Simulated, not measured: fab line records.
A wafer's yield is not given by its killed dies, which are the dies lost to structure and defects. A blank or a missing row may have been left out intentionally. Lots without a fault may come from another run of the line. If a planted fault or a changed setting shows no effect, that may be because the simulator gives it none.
fab line records	flow n5Finfet
record lots=6	wafers=16	lastDay=18
route steps=1938 shown BEOL_M0@736 BEOL_M4@1111 PASSIVATION@1936
lots that met no fault: taken from a fault-free run of the same line
startH: start of the lot's first displayed wafer, in hours after the record's first day	waitH: how many hours have passed since the lot's step before this one	" repeats the value in the row above	L1.1+2: a single row standing in for several wafers	- either no value or no given start	* or withheld: withheld	< > ~ a bound
route shown NAME@n: NAME is a module with steps in the file, n the number in the route of the first one	usual: mean/standard deviation of fault-free wafers	same: alike in all rows	chamber/n: place in a boat	sites: each site's reading	_std_site: how widely they spread, as a standard deviation	_edge_site: outer sites' mean less inner sites'	radiusMm: for every site, how far away it sits from the centre of the wafer	mask NAME#n: copy n	behind: the last tool/chamber to shape the wafer	hold: why the lot was held/for how many hours/how that ended	device: the transistor (n, p or np) that didn't switch	end of line: the same wafers' tests at the end of the route	for a step that has no rows: nothing shown but its recipe	killed: count of dies lost to structure and defects at first sort (not the wafer's yield)	map: the dies of a wafer, with x for killed, . for not killed, _ for no die there
set.NAME: the setting the step ran with; set.NAME@STEP: the setting that earlier step ran with	model.NAME: the simulator's own value behind a step, which no gauge read
certain route steps with their lots: each step a table, each wafer a row
services: a tool's chamber out of use, with start hour (startH, from the record's first day; less than 0 if before it), hours out, and reason
## steps
# step N5_BEOL_M0_SPUTTER_132
# recipe material=Cu	targetThkA=40	tempC=-20	chamberPressurePa=0.07	powerW=withheld	timeS=7.37
# step N5_BEOL_M0_ANNEAL_133
# recipe tempC=400	timeS=60	ambient=vacuum
# usual heaterPowerW=836/93	susceptorTempC=400.03/0.21
lot.wafer	tool	chamber	startH	waitH	heaterPowerW	susceptorTempC
L531.1	pvdSputter-02	-	118.46	0.0	889	400.03
L531.5	"	-	"	"	985	400.22
L531.6	"	-	"	"	797	399.92
L534.1	pvdSputter-01	-	137.03	0.0	857	400.27
L534.2	"	-	"	"	861	400.03
L534.5	"	-	"	"	805	399.84
L538.4	pvdSputter-01	-	159.09	0.0	782	400.73
L538.5	"	-	"	"	860	400.09
L541.1	pvdSputter-03	-	175.27	0.0	768	400.07
L541.4	"	-	"	"	851	399.92
L552.1	pvdSputter-01	-	247.20	0.0	858	400.13
L552.3	"	-	"	"	694	399.87
L552.5	"	-	"	"	852	400.52
L553.3	pvdSputter-02	-	250.62	0.0	873	400.06
L553.5	"	-	"	"	884	399.76
L553.6	"	-	"	"	1011	399.95
# step N5_BEOL_M0_SPUTTER_134
# recipe material=Cu	targetThkA=40	tempC=-20	chamberPressurePa=0.07	powerW=withheld	timeS=7.37
# usual susceptorTempC=-20.00/0.1	throttleValvePct=30.2/1.2
lot.wafer	tool	chamber	startH	waitH	susceptorTempC	throttleValvePct
L531.1	pvdSputter-02	-	118.50	0.0	-19.99	28.0
L531.5	"	-	"	"	-19.95	30.4
L531.6	"	-	"	"	-20.06	30.1
L534.1	pvdSputter-01	-	137.07	0.0	-20.12	30.7
L534.2	"	-	"	"	-20.11	30.8
L534.5	"	-	"	"	-19.96	29.8
L538.4	pvdSputter-01	-	159.13	0.0	-20.07	29.8
L538.5	"	-	"	"	-19.96	30.8
L541.1	pvdSputter-03	-	175.31	0.0	-20.13	30.7
L541.4	"	-	"	"	-20.19	29.0
L552.1	pvdSputter-01	-	247.24	0.0	-20.10	30.6
L552.3	"	-	"	"	-19.99	29.8
L552.5	"	-	"	"	-20.07	30.7
L553.3	pvdSputter-02	-	250.66	0.0	-20.00	27.9
L553.5	"	-	"	"	-19.94	28.2
L553.6	"	-	"	"	-19.97	33.1
# step N5_BEOL_M0_ANNEAL_135
# recipe tempC=400	timeS=60	ambient=vacuum
# usual heaterPowerW=836/93	susceptorTempC=399.97/0.21
lot.wafer	tool	chamber	startH	waitH	heaterPowerW	susceptorTempC
L531.1	pvdSputter-02	-	118.58	0.0	866	399.87
L531.5	"	-	"	"	969	399.96
L531.6	"	-	"	"	785	399.88
L534.1	pvdSputter-01	-	137.15	0.0	871	399.80
L534.2	"	-	"	"	843	400.20
L534.5	"	-	"	"	791	399.78
L538.4	pvdSputter-01	-	159.21	0.0	794	399.72
L538.5	"	-	"	"	857	399.91
L541.1	pvdSputter-03	-	175.39	0.0	798	400.02
L541.4	"	-	"	"	868	400.01
L552.1	pvdSputter-01	-	247.32	0.0	862	400.35
L552.3	"	-	"	"	679	400.30
L552.5	"	-	"	"	856	399.94
L553.3	pvdSputter-02	-	250.74	0.0	876	400.09
L553.5	"	-	"	"	876	399.78
L553.6	"	-	"	"	1017	399.58
# step N5_BEOL_M0_SPUTTER_141
# recipe material=Cu	targetThkA=40	tempC=-20	chamberPressurePa=0.07	powerW=withheld	timeS=7.37
# step N5_BEOL_M0_ECD_118
# recipe material=Cu	targetThkA=3000
# step N5_BEOL_M0_ANNEAL_119
# recipe tempC=225	timeS=90	ambient=N2
# step N5_BEOL_M0_CMP_120
# recipe stopOn=SiOC	tOverpolishS=6.9	downForcePsi=1	platenRpm=50	clearingPlatenDownForcePsi=1.5	clearingPlatenRpm=50	postCmpClean=cuAlkaline	clearingPlatenPadVelocityMS=0.99484	padVelocityMS=0.99484
# step N5_BEOL_M0_PRE_CLEAN_131
# recipe gas=NH3/H2	timeS=15	tempC=*	rfPowerW=300
# usual heaterPowerW=97/23	susceptorTempC=*
lot.wafer	tool	chamber	startH	waitH	heaterPowerW	susceptorTempC
L531.1	cvdCo-01	0	119.44	0.0	76	*
L531.5	"	2	"	"	88	*
L531.6	"	0	"	"	76	*
L534.1	cvdCo-02	0	138.11	0.1	79	*
L534.2	"	2	"	"	109	*
L534.5	"	0	"	"	80	*
L538.4	cvdCo-02	0	160.17	0.1	81	*
L538.5	"	2	"	"	110	*
L541.1	cvdCo-01	1	176.29	0.0	152	*
L541.4	"	2	"	"	87	*
L552.1	cvdCo-01	0	248.30	0.0	76	*
L552.3	"	1	"	"	149	*
L552.5	"	1	"	"	148	*
L553.3	cvdCo-01	1	251.69	0.0	152	*
L553.5	"	0	"	"	76	*
L553.6	"	1	"	"	153	*
# step N5_BEOL_M0_CO_CAP_123
# recipe material=Co	targetThkA=20	tempC=200	precursor=CCTBA/H2	pressureTorr=30	timeS=102.1
# usual heaterPowerW=251/30	susceptorTempC=200.00/0.15
lot.wafer	tool	chamber	startH	waitH	heaterPowerW	susceptorTempC
L531.1	cvdCo-01	0	119.48	0.0	230	200.10
L531.5	"	2	"	"	238	200.08
L531.6	"	0	"	"	219	200.13
L534.1	cvdCo-02	0	138.15	0.0	226	200.30
L534.2	"	2	"	"	274	199.87
L534.5	"	0	"	"	226	200.07
L538.4	cvdCo-02	0	160.23	0.0	233	199.83
L538.5	"	2	"	"	267	199.77
L541.1	cvdCo-01	1	176.33	0.0	320	199.88
L541.4	"	2	"	"	233	200.07
L552.1	cvdCo-01	0	248.34	0.0	228	200.08
L552.3	"	1	"	"	312	200.05
L552.5	"	1	"	"	324	200.07
L553.3	cvdCo-01	1	251.73	0.0	318	199.91
L553.5	"	0	"	"	228	200.35
L553.6	"	1	"	"	317	200.02
# step N5_BEOL_M0_PRE_CLEAN_124
# recipe gas=NH3	timeS=15	tempC=withheld	rfPowerW=300
# step N5_BEOL_M0_DEP_125
# recipe material=SiCN	targetThkA=80	tempC=withheld	precursor=3MS/NH3	pressureTorr=3	rfW=202	timeS=14
# usual showerheadPlenumPTorr=3.655/0.0095	showerheadVppV=885/38	throttleValvePct=9.3/0.59
lot.wafer	tool	chamber	startH	waitH	showerheadPlenumPTorr	showerheadVppV	throttleValvePct	model.SiCN_of_BEOL_M0_DEP_125.thkNm
L531.1	pecvd-02	1	119.60	0.0	3.663	941	9.3	7.8
L531.5	"	0	"	"	3.665	973	9.3	8
L531.6	"	2	"	"	3.663	843	8.7	8
L534.1	pecvd-03	1	138.27	0.0	3.660	860	9.9	8
L534.2	"	2	"	"	3.647	874	8.4	8
L534.5	"	1	"	"	3.661	851	9.7	8.2
L538.4	pecvd-03	2	160.32	0.0	3.651	894	8.6	9.4
L538.5	"	1	"	"	3.649	851	9.7	9.4
L541.1	pecvd-03	2	176.45	0.0	3.651	872	8.7	8
L541.4	"	0	"	"	3.650	862	9.8	9.2
L552.1	pecvd-01	1	248.47	0.0	3.638	886	8.9	7.8
L552.3	"	2	"	"	3.673	889	8.3	8
L552.5	"	1	"	"	3.644	876	8.8	8
L553.3	pecvd-02	1	251.84	0.0	3.672	935	9.1	7.8
L553.5	"	0	"	"	3.673	950	9.4	8
L553.6	"	2	"	"	3.663	861	8.7	8
# step N5_BEOL_M0_RS_MEAS_126
# recipe thkMeasGauge=four-point-probe	reads=Co_of_BEOL_M0_CO_CAP_123+Cu_of_BEOL_M0_ECD_118+Co_of_BEOL_M0_CVD_115+TaN_of_BEOL_M0_ALD_136
# usual M0_RS=0.530/0.017
lot.wafer	tool	chamber	startH	waitH	M0_RS[ohm/sq]
L531.1	filmMetro-01	-	119.67	0.0	0.524
L531.5	"	-	"	"	0.527
L531.6	"	-	"	"	0.529
L534.1	filmMetro-01	-	138.33	0.0	0.546
L534.2	"	-	"	"	0.534
L534.5	"	-	"	"	0.536
L538.4	filmMetro-02	-	160.38	0.0	0.493
L538.5	"	-	"	"	0.510
L541.1	filmMetro-01	-	176.52	0.0	0.565
L541.4	"	-	"	"	0.536
L552.1	filmMetro-02	-	248.55	0.1	0.525
L552.3	"	-	"	"	0.522
L552.5	"	-	"	"	0.511
L553.3	filmMetro-01	-	251.91	0.1	0.548
L553.5	"	-	"	"	0.524
L553.6	"	-	"	"	0.535
# step N5_BEOL_M4_RC_MEAS_101
# usual DIBL_N=36.4/1.4	DIBL_P=36.3/1.8	IOFF_N=0.163/0.024	IOFF_P=0.21/0.034	ION_N=673/11	ION_P=461/7.4	SS_N=71.6/0.52	SS_P=73.3/0.58	VT_N=249.4/2.5	VT_P=-250/3.5
lot.wafer	tool	chamber	startH	waitH	DIBL_N[mV/V]	DIBL_P[mV/V]	IOFF_N[nA/um]	IOFF_P[nA/um]	ION_N[uA/um]	ION_P[uA/um]	SS_N[mV/dec]	SS_P[mV/dec]	VT_N[mV]	VT_P[mV]
L531.1	prober-02	0	167.98	0.0	35.4	34.2	0.145	0.17	670	457	70.8	73.4	249.5	-256
L531.5	"	0	"	"	34.0	32.1	0.119	0.15	660	447	70.7	72.3	255.6	-256
L531.6	"	0	"	"	36.3	35.4	0.157	0.19	670	455	71.6	73.8	252.5	-253
L534.1	prober-02	0	185.89	0.0	35.0	34.8	0.139	0.17	670	451	70.5	72.4	250.9	-254
L534.2	"	0	"	"	37.5	38.6	0.190	0.22	685	464	71.5	73.7	244.7	-250
L534.5	"	0	"	"	37.7	38.4	0.194	0.22	670	456	72.1	73.8	245.4	-251
L538.4	prober-01	0	209.84	0.5	34.4	35.1	0.139	0.18	665	459	72.3	72.9	252.4	-252
L538.5	"	0	"	"	34.8	35.1	0.148	0.18	653	452	72.1	73.4	255.3	-253
L541.1	prober-02	0	218.60	0.0	37.4	37.7	0.189	0.24	675	464	71.9	73.2	245.7	-250
L541.4	"	0	"	"	38.0	39.1	0.220	0.27	696	476	71.2	73.9	244.8	-247
L553.3	prober-02	0	300.44	0.3	36.6	32.3	0.148	0.16	665	447	71.3	72.9	253.0	-256
L553.5	"	0	"	"	36.6	33.5	0.160	0.18	679	456	71.4	73.5	248.1	-256
L553.6	"	0	"	"	35.2	31.7	0.131	0.16	664	454	71.5	73.3	250.8	-254
L552.1	prober-02	0	303.08	0.0	36.6	37.1	0.174	0.23	684	471	71.2	73.2	246.6	-247
L552.3	"	0	"	"	34.5	33.6	0.128	0.18	667	461	70.7	71.8	250.9	-250
L552.5	"	0	"	"	37.4	37.7	0.185	0.24	687	471	71.4	72.7	246.8	-248
# step N5_PASSIVATION_PROBE_49
# usual defectLimitedYield=91.4/1.6	killed_at_M0_to_M3=34/12	killed_at_M4_up=13/5.2	killedAtContacts=11/5.5	killedAtFrontEnd=40/13	killedAtOther=3.4/2.7	killedDies=102/19	killedOnRim=13/4.3	killedOpen=66/15	killedShort=33/7.9	sort_bin_5_function=5.1/1.1	sort_bin_6_memory=3.2/0.7	sortNPass=1078/19	sortYieldPct=91.4/1.6
# same grossDies=1180	killedAtBackSide=0	sort_bin_4_leakage[%]=0	sort_bin_8_speed[%]=0
lot.wafer	tool	chamber	startH	waitH	defectLimitedYield[%]	killed_at_M0_to_M3	killed_at_M4_up	killedAtContacts	killedAtFrontEnd	killedAtOther	killedDies	killedOnRim	killedOpen	killedShort	sort_bin_5_function[%]	sort_bin_6_memory[%]	sortNPass	sortYieldPct[%]
L531.1	prober-01	-	267.53	0.1	90.7	48	8	15	34	5	110	23	59	46	5.9	2.7	1070	90.7
L531.5	prober-01	-	267.73	0.3	91.4	36	20	8	31	6	101	16	66	31	4.9	3.2	1079	91.4
L531.6	prober-01	-	267.78	0.3	91.1	50	18	6	29	2	105	15	64	38	5.6	2.9	1075	91.1
L534.1	prober-01	-	281.88	0.0	91.9	39	5	22	27	2	95	14	66	28	5.3	2.5	1085	91.9
L534.2	prober-01	-	281.93	0.1	95.3	20	9	5	18	4	56	8	37	19	2.4	2.2	1124	95.3
L534.5	prober-01	-	282.08	0.2	92.5	29	7	26	25	1	88	6	66	22	4.7	2.7	1092	92.5
L538.4	prober-01	-	320.09	0.2	90.7	47	13	10	40	0	110	12	68	37	6.2	3.1	1070	90.7
L538.5	prober-01	-	320.14	0.2	92.3	29	13	1	46	2	91	11	58	30	5.2	2.2	1089	92.3
L541.1	prober-02	-	321.67	0.0	91.8	36	13	5	36	7	97	10	60	32	5.3	2.7	1083	91.8
L541.4	prober-02	-	321.82	0.2	91.6	32	6	9	45	7	99	9	70	28	4.8	3.0	1081	91.6
L553.3	prober-01	-	417.76	0.1	93.5	22	4	11	36	4	77	8	54	22	3.9	2.1	1103	93.5
L553.5	prober-01	-	417.86	0.2	93.1	23	2	10	42	4	81	12	52	29	4.7	1.8	1099	93.1
L553.6	prober-01	-	417.91	0.3	92.3	26	4	15	43	3	91	12	56	34	4.3	3.1	1089	92.3
L552.1	prober-01	-	422.22	0.0	89.7	38	14	2	66	1	121	15	84	33	5.8	4.1	1059	89.7
L552.3	prober-01	-	422.32	0.1	88.6	43	21	13	56	2	135	20	100	33	6.2	4.8	1045	88.6
L552.5	prober-01	-	422.42	0.2	90.6	37	18	9	43	4	111	18	80	26	5.2	3.7	1069	90.6
# killed by level:class
L531.1 BEOL_M0_SAQP:geometricParticle:open=19 MOL_CONTACT_COAG:geometricParticle:open=12 FIN_SAQP:geometricParticle:short=10 BEOL_M0_SAQP:geometricParticle:short=10 BEOL_M3:geometricParticle:short=6 BEOL_M3:geometricParticle:open=4 DUMMY_GATE:geometricParticle:open=3 SDB:geometricParticle:short=3
L531.5 MOL_CONTACT_COAG:geometricParticle:open=8 BEOL_M2:geometricParticle:open=8 BEOL_M0_SAQP:geometricParticle:open=7 BEOL_M4:geometricParticle:open=7 BEOL_M0_SAQP:geometricParticle:short=5 BEOL_M3:geometricParticle:open=5 STI_FIN_REVEAL:geometricParticle:open=4 BEOL_M0:geometricParticle:open=4
L531.6 BEOL_M0_SAQP:geometricParticle:open=13 BEOL_M2:geometricParticle:open=12 BEOL_M0_SAQP:geometricParticle:short=10 STARTING-WAFER:geometricParticle:short=7 FIN_SAQP:geometricParticle:open=5 DUMMY_GATE:geometricParticle:open=5 BEOL_M1:geometricParticle:open=4 BEOL_M3:geometricParticle:open=4
L534.1 MOL_CONTACT_COAG:geometricParticle:open=19 BEOL_M1:geometricParticle:open=9 BEOL_M3:geometricParticle:open=8 STI_FIN_REVEAL:geometricParticle:open=6 BEOL_M2:geometricParticle:short=5 STARTING-WAFER:geometricParticle:open=5 BEOL_M0_SAQP:geometricParticle:open=4 BEOL_M2:geometricParticle:open=4
L534.2 BEOL_M0_SAQP:geometricParticle:open=6 BEOL_M3:geometricParticle:open=6 MOL_CONTACT_COAG:geometricParticle:open=5 STI_FIN_REVEAL:geometricParticle:open=4 DUMMY_GATE:geometricParticle:open=4 BEOL_M0_SAQP:geometricParticle:short=4 BEOL_M5:geometricParticle:open=3 STARTING-WAFER:geometricParticle:open=3
L534.5 MOL_CONTACT_COAG:geometricParticle:open=22 STI_FIN_REVEAL:geometricParticle:open=9 BEOL_M2:geometricParticle:open=6 BEOL_M3:geometricParticle:open=6 BEOL_M0_SAQP:geometricParticle:short=5 STARTING-WAFER:geometricParticle:open=5 MOL_CONTACT_COAG:geometricParticle:short=4 BEOL_M0_SAQP:geometricParticle:open=4
L538.4 BEOL_M0_SAQP:geometricParticle:short=16 BEOL_M0_SAQP:geometricParticle:open=10 BEOL_M1:geometricParticle:open=10 MOL_CONTACT_COAG:geometricParticle:open=9 FIN_SAQP:geometricParticle:short=7 DUMMY_GATE:geometricParticle:open=7 GATE_CUT:geometricParticle:open=7 BEOL_M13:coatMicrobubblePrinted=5
L538.5 BEOL_M1:geometricParticle:open=11 DUMMY_GATE:geometricParticle:open=9 STARTING-WAFER:geometricParticle:open=7 FIN_SAQP:geometricParticle:short=6 BEOL_M0_SAQP:geometricParticle:open=6 STI_FIN_REVEAL:geometricParticle:open=5 BEOL_M0_SAQP:geometricParticle:short=5 STI_FIN_REVEAL:geometricParticle:short=4
L541.1 BEOL_M2:geometricParticle:open=12 FIN_SAQP:geometricParticle:short=6 BEOL_M1:geometricParticle:open=6 STARTING-WAFER:geometricParticle:short=6 FIN_SAQP:geometricParticle:open=5 STI_FIN_REVEAL:geometricParticle:open=5 BEOL_M3:geometricParticle:open=5 MOL_CONTACT_COAG:geometricParticle:open=4
L541.4 STI_FIN_REVEAL:geometricParticle:open=20 BEOL_M0_SAQP:geometricParticle:open=9 MOL_CONTACT_COAG:geometricParticle:open=8 BEOL_M0_SAQP:geometricParticle:short=8 BEOL_M2:geometricParticle:open=7 STARTING-WAFER:geometricParticle:open=6 FIN_SAQP:geometricParticle:short=5 FIN_SAQP:geometricParticle:open=5
L553.3 STI_FIN_REVEAL:geometricParticle:open=10 BEOL_M2:geometricParticle:open=10 MOL_CONTACT_COAG:geometricParticle:open=10 GATE_CUT:geometricParticle:open=5 FIN_SAQP:geometricParticle:short=5 FIN_SAQP:geometricParticle:open=4 PASS1_CAP:geometricParticle:short=3 GATE_CUT:geometricParticle:short=3
L553.5 BEOL_M0_SAQP:geometricParticle:open=10 FIN_SAQP:geometricParticle:open=9 MOL_CONTACT_COAG:geometricParticle:open=9 FIN_SAQP:geometricParticle:short=8 STI_FIN_REVEAL:geometricParticle:open=5 STARTING-WAFER:geometricParticle:open=5 BEOL_M0_SAQP:geometricParticle:short=5 ILD0:geometricParticle:open=3
L553.6 FIN_SAQP:geometricParticle:short=11 MOL_CONTACT_COAG:geometricParticle:open=11 BEOL_M1:geometricParticle:open=7 DUMMY_GATE:geometricParticle:open=6 BEOL_M0_SAQP:geometricParticle:open=6 FIN_SAQP:geometricParticle:open=5 ILD0:geometricParticle:open=5 MOL_CONTACT_COAG:geometricParticle:short=4
L552.1 STI_FIN_REVEAL:geometricParticle:open=27 BEOL_M1:geometricParticle:open=11 BEOL_M0_SAQP:geometricParticle:short=10 BEOL_M0_SAQP:geometricParticle:open=10 FIN_SAQP:geometricParticle:open=8 BEOL_M4:geometricParticle:open=8 FIN_SAQP:geometricParticle:short=5 STI_FIN_REVEAL:geometricParticle:short=5
L552.3 FIN_SAQP:geometricParticle:open=15 BEOL_M0_SAQP:geometricParticle:open=15 STI_FIN_REVEAL:geometricParticle:open=13 BEOL_M1:geometricParticle:open=13 BEOL_M4:geometricParticle:open=12 MOL_CONTACT_COAG:geometricParticle:open=11 BEOL_M0_SAQP:geometricParticle:short=8 DUMMY_GATE:geometricParticle:open=7
L552.5 FIN_SAQP:geometricParticle:open=19 BEOL_M0_SAQP:geometricParticle:short=12 STI_FIN_REVEAL:geometricParticle:open=11 BEOL_M0_SAQP:geometricParticle:open=11 BEOL_M4:geometricParticle:open=10 MOL_CONTACT_COAG:geometricParticle:open=9 BEOL_M1:geometricParticle:open=8 FIN_SAQP:geometricParticle:short=4
## services
tool	chamber	startH	hours	kind
cvdCo-02	1	114.67	-	clean
cvdCo-02	1	114.67	22.0	scheduledDown
cvdCo-02	1	114.67	22.0	ventCycle
pvdSputter-03	-	134.61	4.0	repair
pecvd-01	1	135.26	5.5	scheduledDown
cvdCo-01	-	136.95	16.5	repair
pecvd-02	-	137.13	1.7	repair
pecvd-01	0	146.31	2.1	scheduledDown
pecvd-02	1	151.52	2.1	scheduledDown
pecvd-03	2	202.38	-	clean
pecvd-03	2	202.38	-	consumableReplace:showerhead
pecvd-03	2	202.38	29.0	scheduledDown
pecvd-03	2	202.38	29.0	ventCycle
cvdCo-01	-	206.43	0.5	repair
pecvd-01	2	234.74	4.8	repair
pecvd-01	0	247.98	5.0	scheduledDown
## key
firstSign none at tools or gauges
modelEffect step=N5_BEOL_M0_DEP_125	value=SiCN_of_BEOL_M0_DEP_125.thkNm	without=8.133	struck=9.333
metAt N5_BEOL_M0_DEP_125
struckWafers L538.4,L538.5,L541.4
onsetBetween 138.27 160.32
fault kind=processParameterDrift	tool=pecvd-03	chamber=-	onsetH=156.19	steps=N5_BEOL_M0_DEP_125	channel=timeS	offset=*	shape=step	endH=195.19	scope=struckWafersOnly	actsIn=*	stated=*
